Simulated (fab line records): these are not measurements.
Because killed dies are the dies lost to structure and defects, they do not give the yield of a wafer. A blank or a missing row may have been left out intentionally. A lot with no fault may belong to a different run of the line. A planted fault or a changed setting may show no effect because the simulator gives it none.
Matching of chambers :: flow n5_finfet :: 4 sister chambers for N5_HKMG_FIN_STRIP_93 on rie_diel-02
The step strips SOC in N2/H2, time 20 s. 4 wafers are shown with their chamber, then 7 later ones without.

== WAFERS PAIRED WITH THEIR CHAMBERS ==
wafer: L081.1
chamber: 3
showerhead_plenum_p_Torr (Torr): 3.24

wafer: L081.2
chamber: 2
showerhead_plenum_p_Torr (Torr): 3.55

wafer: L085.1
chamber: 1
showerhead_plenum_p_Torr (Torr): 3.49

wafer: L085.2
chamber: 0
showerhead_plenum_p_Torr (Torr): 3.21

== WAFERS MISSING THEIR CHAMBER ==
wafer: L085.6
showerhead_plenum_p_Torr (Torr): 3.23

wafer: L088.2
showerhead_plenum_p_Torr (Torr): 3.54

wafer: L088.5
showerhead_plenum_p_Torr (Torr): 3.54

wafer: L088.6
showerhead_plenum_p_Torr (Torr): 3.23

wafer: L092.1
showerhead_plenum_p_Torr (Torr): 3.53

wafer: L092.2
showerhead_plenum_p_Torr (Torr): 3.21

wafer: L092.5
showerhead_plenum_p_Torr (Torr): 3.21

== THE CHAMBER EACH PASSED THROUGH ==
wafer: L085.6
from the rows above: can't be placed: 3 or 0
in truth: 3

wafer: L088.2
from the rows above: 2
in truth: 2

wafer: L088.5
from the rows above: 2
in truth: 2

wafer: L088.6
from the rows above: can't be placed: 3 or 0
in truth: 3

wafer: L092.1
from the rows above: can't be placed: 2 or 1
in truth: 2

wafer: L092.2
from the rows above: 0
in truth: 0

wafer: L092.5
from the rows above: 0
in truth: 0
Correct placement for 4 of the 7. From these rows, 3 cannot be placed; in 3 the true chamber is one of the candidates. Number placed wrongly: 0.
How it was worked out, from the rows above alone: a wafer's distance from a chamber is the root of the sum, over the readings, of the square of ((its reading less the chamber's mean) divided by the reading's scatter). The wafer belongs to the nearest chamber; if the next one is less than 2 further off, it can't be placed. A chamber's mean is the mean of its shown wafers. The scatter: with one shown wafer a chamber, the root of the mean of the squares of how far each hidden wafer lies from its nearest shown one.
